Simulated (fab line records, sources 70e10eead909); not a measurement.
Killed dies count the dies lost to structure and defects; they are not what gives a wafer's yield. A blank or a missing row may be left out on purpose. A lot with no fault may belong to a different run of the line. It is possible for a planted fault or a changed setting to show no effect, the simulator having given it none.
fab line records    flow nand_harc
[record] lots = 12  wafers = 36  last_day = 34
route steps=1302 shown A_M0@1148 A_M1@1177 END@1302
lots with no fault: from the same line, run without faults
start_h: start of the lot's first displayed wafer, in hours after the record's first day    wait_h: time in hours since the lot's previous step    " unchanged from the row above    L1.1+2: a row that stands for several wafers    - either no value or no given start    * or withheld: withheld    < > ~ a bound
route shown NAME@n: a module of which the file shows steps, and the number in the route of the first    usual: mean/standard deviation taken from wafers without a fault    same: alike in all rows    chamber/n: place in a boat    sites: each site's reading    _std_site: the standard deviation of these    _edge_site: outer sites' mean less inner sites'    radius_mm: for every site, how far away it sits from the centre of the wafer    mask NAME#n: copy n    behind: the tool/chamber that last shaped the wafer    hold: why the lot was held/for how many hours/how that ended    device: names the non-switching transistor (n, p or np)    end of line: tests of these same wafers at the route's end    a step with no rows: only its recipe    killed: not the wafer's yield, but the dies lost to structure and defects at the first sort    map: shows each die of a wafer: x if killed, . if not, _ if none is there
set.NAME: the setting the step ran with; set.NAME@STEP: the setting that earlier step ran with    model.NAME: the simulator's own value behind a step, which no gauge read
steps of the route over a sample of lots; a table a step, a row a wafer
services: from which hour (start_h, from the record's first day; less than 0 if before it) a tool's chamber was out of use, for how many hours, and why
[[steps]]
[step NHARC_A_M0_OVL_MEAS_10]
[recipe] pitch_nm = 160
[usual] overlay_x_nm = -0.1/0.83  overlay_y_nm = -0.1/0.7
lot.wafer  tool        chamber  start_h  wait_h  overlay_x_nm  overlay_y_nm
L240.1     overlay-01  -        542.35   -       1.3           0.9
L240.5     "           -        "        "       0.5           0.6
L240.6     "           -        "        "       1.4           0.5
L242.1     overlay-02  -        576.97   -       -0.5          0.7
L242.2     "           -        "        "       -0.5          0.0
L242.6     "           -        "        "       -0.4          0.3
L244.3     overlay-01  -        582.34   -       0.8           -0.5
L244.4     "           -        "        "       0.8           0.7
L244.5     "           -        "        "       1.3           -0.4
L241.3     overlay-02  -        585.06   -       0.1           -0.3
L241.5     "           -        "        "       -0.2          -0.3
L241.6     "           -        "        "       -0.4          -0.3
L248.2     overlay-01  -        615.51   -       -1.0          -1.4
L248.4     "           -        "        "       -0.8          -0.8
L248.6     "           -        "        "       -0.6          -1.0
L250.1     overlay-02  -        673.72   -       -0.8          -0.7
L250.5     "           -        "        "       -1.2          -0.7
L250.6     "           -        "        "       -0.5          -0.4
L253.2     overlay-01  -        674.89   -       0.9           -1.0
L253.4     "           -        "        "       1.0           -0.5
L253.6     "           -        "        "       1.1           -0.5
L254.1     overlay-02  -        695.39   -       -0.7          0.6
L254.2     "           -        "        "       -0.3          1.0
L254.4     "           -        "        "       -0.2          0.8
L255.3     overlay-01  -        711.25   -       -1.3          0.4
L255.4     "           -        "        "       -1.8          0.0
L255.5     "           -        "        "       -1.4          0.0
L258.1     overlay-01  -        725.94   -       -0.2          -0.4
L258.2     "           -        "        "       -0.2          -0.3
L258.3     "           -        "        "       0.0           -0.4
L259.1     overlay-01  -        745.82   -       -0.4          0.3
L259.2     "           -        "        "       -0.6          -0.5
L259.5     "           -        "        "       -0.7          0.0
L260.2     overlay-02  -        765.37   -       -0.6          -0.2
L260.4     "           -        "        "       -1.5          0.3
L260.6     "           -        "        "       -1.3          -0.1
[step NHARC_A_M0_INSPECT_11]
[usual] raw_defect_count = 82/42
lot.wafer  tool               chamber  start_h  wait_h  raw_defect_count
L240.1     defect_inspect-01  -        542.38   0.0     12
L240.5     "                  -        "        "       17
L240.6     "                  -        "        "       25
L242.1     defect_inspect-02  -        577.00   0.0     25
L242.2     "                  -        "        "       13
L242.6     "                  -        "        "       23
L244.3     defect_inspect-02  -        582.38   0.0     153
L244.4     "                  -        "        "       178
L244.5     "                  -        "        "       139
L241.3     defect_inspect-02  -        585.09   0.0     95
L241.5     "                  -        "        "       89
L241.6     "                  -        "        "       116
L248.2     defect_inspect-01  -        615.55   0.0     19
L248.4     "                  -        "        "       20
L248.6     "                  -        "        "       20
L250.1     defect_inspect-01  -        673.75   0.0     132
L250.5     "                  -        "        "       139
L250.6     "                  -        "        "       148
L253.2     defect_inspect-01  -        674.93   0.0     102
L253.4     "                  -        "        "       110
L253.6     "                  -        "        "       116
L254.1     defect_inspect-01  -        695.43   0.0     121
L254.2     "                  -        "        "       107
L254.4     "                  -        "        "       110
L255.3     defect_inspect-02  -        711.28   0.0     107
L255.4     "                  -        "        "       112
L255.5     "                  -        "        "       110
L258.1     defect_inspect-01  -        725.98   0.0     76
L258.2     "                  -        "        "       69
L258.3     "                  -        "        "       76
L259.1     defect_inspect-02  -        745.86   0.0     109
L259.2     "                  -        "        "       142
L259.5     "                  -        "        "       121
L260.2     defect_inspect-01  -        765.40   0.0     70
L260.4     "                  -        "        "       71
L260.6     "                  -        "        "       84
[step NHARC_A_M0_ETCH_15]
[recipe] target_depth_a = 1500  overetch_a = 150  time_s = 82.5  c4f8_flow_sccm = withheld  ar_flow_sccm = 400  rf_w = 600  bias_w = 300  chemistry = C4F8/Ar
[usual] oes_product_au = 0.940/0.021  rf_vpp_V = 440.8/2.6
lot.wafer  tool         chamber  start_h  wait_h  oes_product_au  rf_hours_counter_h  rf_vpp_V
L240.1     rie_diel-12  3        -        -       0.963           5.0                 442.0
L240.5     "            0        "        "       0.950           -                   439.2
L240.6     "            1        "        "       0.951           -                   441.5
L242.2     rie_diel-10  3        -        -       0.923           9.2                 441.3
L242.1     "            1        "        "       0.924           8.3                 438.7
L242.6     "            0        "        "       0.925           -                   441.1
L244.3     rie_diel-12  3        -        -       0.953           6.4                 440.5
L244.4     "            2        "        "       0.947           6.5                 435.8
L244.5     "            3        "        "       0.948           -                   441.4
L241.3     rie_diel-10  3        -        -       0.927           9.4                 442.9
L241.6     "            2        "        "       0.918           -                   442.5
L241.5     "            3        "        "       0.920           -                   441.8
L248.4     rie_diel-12  0        -        -       0.915           8.0                 438.9
L248.2     "            3        "        "       0.914           8.6                 440.7
L248.6     "            0        "        "       0.917           -                   440.2
L250.1     rie_diel-10  3        -        -       0.974           3.3                 443.6
L250.6     "            2        "        "       0.977           -                   444.8
L250.5     "            3        "        "       0.968           -                   440.8
L253.2     rie_diel-12  1        -        -       0.954           1.9                 442.8
L253.4     "            3        "        "       0.974           1.9                 440.7
L253.6     "            1        "        "       0.960           -                   442.3
L254.2     rie_diel-13  3        -        -       0.925           8.9                 443.2
L254.4     "            0        "        "       0.924           10.5                441.9
L254.1     "            2        "        "       0.935           9.9                 442.8
L255.3     rie_diel-12  2        -        -       0.977           4.1                 437.0
L255.4     "            1        "        "       0.978           3.8                 441.8
L255.5     "            2        "        "       0.977           -                   436.9
L258.1     rie_diel-12  2        -        -       0.930           4.7                 435.1
L258.2     "            0        "        "       0.929           4.4                 440.0
L258.3     "            1        "        "       0.931           4.5                 441.3
L259.1     rie_diel-12  1        -        -       0.924           5.5                 440.5
L259.2     "            0        "        "       0.927           5.4                 440.4
L259.5     "            0        "        "       0.924           -                   437.5
L260.4     rie_diel-12  3        -        -       0.914           4.8                 441.8
L260.2     "            0        "        "       0.915           5.8                 439.7
L260.6     "            1        "        "       0.919           -                   441.1
[step NHARC_A_M1_PEB_07]
[recipe] peb_temp_c = 100  peb_time_s = 65
[usual] heater_power_total_W = 156.6/0.43  plate_temp_C = 100.00/0.13
lot.wafer  tool            chamber  start_h  wait_h  heater_power_total_W  plate_temp_C
L240.1     litho_track-06  0        546.22   0.1     156.4                 100.08
L240.5     "               0        "        "       156.7                 100.02
L240.6     "               0        "        "       156.0                 100.21
L242.1     litho_track-06  0        580.78   0.1     156.2                 100.04
L242.2     "               0        "        "       157.0                 100.07
L242.6     "               0        "        "       156.5                 100.18
L244.3     litho_track-06  0        586.10   0.0     157.0                 100.04
L244.4     "               0        "        "       156.0                 100.24
L244.5     "               0        "        "       156.0                 100.10
L241.3     litho_track-04  0        588.80   0.0     157.1                 100.20
L241.5     "               0        "        "       157.1                 100.00
L241.6     "               0        "        "       156.7                 100.01
L248.2     litho_track-01  0        619.53   0.1     156.8                 100.05
L248.4     "               0        "        "       156.3                 100.00
L248.6     "               0        "        "       157.1                 99.90
L250.1     litho_track-06  0        677.66   0.1     164.6                 103.36
L250.5     "               0        "        "       164.6                 103.51
L250.6     "               0        "        "       164.5                 103.39
L253.2     litho_track-06  0        679.37   0.1     163.7                 103.63
L253.4     "               0        "        "       164.2                 103.33
L253.6     "               0        "        "       163.6                 103.57
L254.1     litho_track-04  0        699.45   0.1     156.8                 100.12
L254.2     "               0        "        "       156.8                 99.96
L254.4     "               0        "        "       157.1                 99.85
L255.3     litho_track-04  0        715.06   0.0     156.0                 100.15
L255.4     "               0        "        "       156.4                 99.98
L255.5     "               0        "        "       157.1                 99.84
L258.1     litho_track-01  0        729.84   0.1     156.2                 99.88
L258.2     "               0        "        "       156.4                 99.85
L258.3     "               0        "        "       157.0                 100.12
L259.1     litho_track-04  0        750.12   0.1     156.4                 100.03
L259.2     "               0        "        "       157.1                 100.21
L259.5     "               0        "        "       156.6                 100.06
L260.2     litho_track-06  0        769.34   0.1     155.9                 99.77
L260.4     "               0        "        "       155.9                 100.03
L260.6     "               0        "        "       156.1                 100.04
[step NHARC_A_M1_CD_MEAS_09]
[recipe] target_cd_nm = 120  landing_energy_ev = 500
[usual] cd_nm = 120.0/0.51
lot.wafer  tool       chamber  start_h  wait_h  cd_nm
L240.1     cd_sem-01  0        546.30   -       119.8
L240.5     "          0        "        "       119.4
L240.6     "          0        "        "       120.0
L242.1     cd_sem-03  0        580.85   -       120.5
L242.2     "          0        "        "       120.1
L242.6     "          0        "        "       120.3
L244.3     cd_sem-01  0        586.18   -       119.6
L244.4     "          0        "        "       119.0
L244.5     "          0        "        "       118.7
L241.3     cd_sem-03  0        588.88   -       119.8
L241.5     "          0        "        "       120.4
L241.6     "          0        "        "       120.2
L248.2     cd_sem-03  0        619.62   -       120.5
L248.4     "          0        "        "       121.0
L248.6     "          0        "        "       119.8
L250.1     cd_sem-02  0        677.74   -       131.3
L250.5     "          0        "        "       131.1
L250.6     "          0        "        "       132.2
L253.2     cd_sem-02  0        679.45   -       128.7
L253.4     "          0        "        "       129.0
L253.6     "          0        "        "       129.5
L254.1     cd_sem-03  0        699.53   -       120.4
L254.2     "          0        "        "       121.1
L254.4     "          0        "        "       120.9
L255.3     cd_sem-02  0        715.14   -       120.5
L255.4     "          0        "        "       120.5
L255.5     "          0        "        "       120.7
L258.1     cd_sem-02  0        729.92   -       119.6
L258.2     "          0        "        "       120.2
L258.3     "          0        "        "       120.2
L259.1     cd_sem-01  0        750.20   -       119.7
L259.2     "          0        "        "       119.8
L259.5     "          0        "        "       119.4
L260.2     cd_sem-02  0        769.42   -       119.6
L260.4     "          0        "        "       120.2
L260.6     "          0        "        "       119.5
[step NHARC_END_SORT_01]
[recipe] temp_c = 25
[usual] defect_limited_yield = 91/3.4  killed_at_array = 54/23  killed_at_other = 1.2/1.5  killed_at_periphery = 3.9/2.5  killed_dies = 59/23  killed_open = 3.2/1.7  killed_short = 2.4/1.6  sort_bin_2_pct = 3.0/1.4  sort_bin_3_pct = 0.7/0.45  sort_bin_4_pct = 5.0/1.9  sort_n_pass = 618/23  sort_rim_yield_pct = 92/3.8  sort_yield_pct = 91/3.4
[same] gross_dies = 677  sort_bin_5_pct[%] = 0  sort_bin_6_pct[%] = 0  sort_bin_7_pct[%] = 0  sort_bin_8_pct[%] = 0  sort_rim_n_gross = 106.00
lot.wafer  tool       chamber  start_h  wait_h  defect_limited_yield[%]  killed_at_array  killed_at_other  killed_at_periphery  killed_dies  killed_open  killed_short  sort_bin_2_pct[%]  sort_bin_3_pct[%]  sort_bin_4_pct[%]  sort_n_pass  sort_rim_yield_pct[%]  sort_yield_pct[%]
L250.1     prober-02  0        734.12   2.5     84                       97               5                8                    110          5            4             4.7                2.1                9.5                567          86                     84
L250.5     prober-02  0        737.37   3.8     84                       100              0                7                    107          5            0             6.1                1.5                8.3                570          84                     84
L250.6     prober-02  0        738.18   4.1     85                       96               3                4                    103          2            2             5.2                2.1                8.0                574          88                     85
L253.2     prober-01  0        734.89   2.8     91                       58               1                1                    60           4            4             3.8                1.0                4.0                617          91                     91
L253.4     prober-01  0        736.49   3.4     90                       65               0                4                    69           5            1             4.1                1.2                4.9                608          92                     90
L253.6     prober-01  0        738.09   4.0     89                       72               0                4                    76           1            0             3.4                1.9                5.9                601          90                     89
// killed by level:class
L250.1 A_CHANNEL_HOLE_D1:chamber_film_flake=36 A_SLIT:chamber_film_flake=23 A_CHANNEL_HOLE_D2:chamber_film_flake=16 A_CONTACT:chamber_film_flake=5 P_GATE:chamber_film_flake=4 THIN_TSV:chamber_film_flake=3 A_M1:area_peb=3 P_STI:chamber_film_flake=2
L253.2 A_CHANNEL_HOLE_D1:chamber_film_flake=28 A_SLIT:chamber_film_flake=17 A_STAIRCASE:chamber_film_flake=3 A_CONTACT:chamber_film_flake=2 A_ONON_D1:geometric_particle:open=1 A_ONON_D1:geometric_particle:short=1 A_CHANNEL_HOLE_D1:geometric_particle:open=1 A_DECK1_JOINT:geometric_particle:short=1
L253.4 A_CHANNEL_HOLE_D1:chamber_film_flake=27 A_SLIT:chamber_film_flake=20 A_STAIRCASE:chamber_film_flake=7 A_CONTACT:chamber_film_flake=4 A_DECK1_JOINT:geometric_particle:open=2 P_ZERO_WELL:chamber_film_flake=2 P_GATE:chamber_film_flake=2 A_ONON_D2:geometric_particle:open=1
L250.5 A_CHANNEL_HOLE_D1:chamber_film_flake=36 A_SLIT:chamber_film_flake=29 A_CHANNEL_HOLE_D2:chamber_film_flake=17 A_STAIRCASE:chamber_film_flake=5 P_GATE:chamber_film_flake=4 A_CONTACT:chamber_film_flake=3 A_BLC:chamber_film_flake=3 A_M1:area_peb=3
L253.6 A_CHANNEL_HOLE_D1:chamber_film_flake=28 A_SLIT:chamber_film_flake=23 A_CONTACT:chamber_film_flake=6 A_STAIRCASE:chamber_film_flake=5 P_GATE:chamber_film_flake=4 A_M1:area_peb=3 A_ZERO_WELL:chamber_film_flake=2 A_WL_FILL:chamber_film_flake=2
L250.6 A_CHANNEL_HOLE_D1:chamber_film_flake=37 A_SLIT:chamber_film_flake=21 A_CHANNEL_HOLE_D2:chamber_film_flake=19 A_STAIRCASE:chamber_film_flake=4 A_CONTACT:chamber_film_flake=4 A_BLC:chamber_film_flake=4 A_M1:area_peb=3 THIN_TSV:chamber_film_flake=2
[[services]]
tool            chamber  start_h  hours  kind
rie_diel-13     -        519.05   9.0    pm
rie_diel-10     0        521.51   6.7    repair
rie_diel-12     0        528.07   -      clean
rie_diel-12     1        528.07   -      clean
rie_diel-12     2        528.07   -      clean
rie_diel-12     3        528.07   -      clean
litho_track-06  -        529.00   7.0    pm
rie_diel-10     0        536.80   5.3    repair
rie_diel-10     2        552.92   4.8    repair
litho_track-04  -        553.00   7.0    pm
rie_diel-10     2        585.67   2.0    repair
rie_diel-12     0        592.99   12.1   repair
rie_diel-10     -        596.50   9.0    pm
rie_diel-12     -        622.56   9.0    pm
rie_diel-13     -        673.42   1.0    repair
litho_track-01  -        680.00   7.0    pm
rie_diel-10     -        688.28   1.2    repair
rie_diel-13     -        696.05   9.0    pm
litho_track-06  -        704.00   7.0    pm
rie_diel-10     0        721.03   3.3    repair
rie_diel-12     3        725.48   25.9   repair
litho_track-04  -        728.00   7.0    pm
rie_diel-10     3        744.33   15.2   repair
rie_diel-13     1        759.39   3.2    repair
[[key]]
[first_sign] step = NHARC_A_M1_PEB_07  reading = plate_temp_C  direction = up  sigmas = 28  usual = *  struck = *
[effect] step = NHARC_A_M1_PEB_07  reading = heater_power_total_W  direction = up  sigmas = 18  usual = *  struck = *
[effect] step = NHARC_A_M1_CD_MEAS_09  reading = cd_nm  direction = up  sigmas = 20  usual = 120.0  struck = 130.3  through = control_loop
met_at NHARC_A_M1_PEB_07
struck_lots L250,L253
[loop_trim] step = NHARC_A_M1_EXPOSE_06  setting = dose  lots = L253
not_acting_at NHARC_A_M0_OVL_MEAS_10,NHARC_A_M0_INSPECT_11,NHARC_A_M0_ETCH_15
onset_between 586.10 677.66
[fault] kind = process_parameter_drift  tool = litho_track-06  chamber = -  onset_h = 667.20  steps = NHARC_A_M1_PEB_07  channel = peb_temp_c  offset = *  shape = step  end_h = 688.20  acts_in = *  stated = *
// loop_trim: a control loop set the setting to another value than it would have without faults
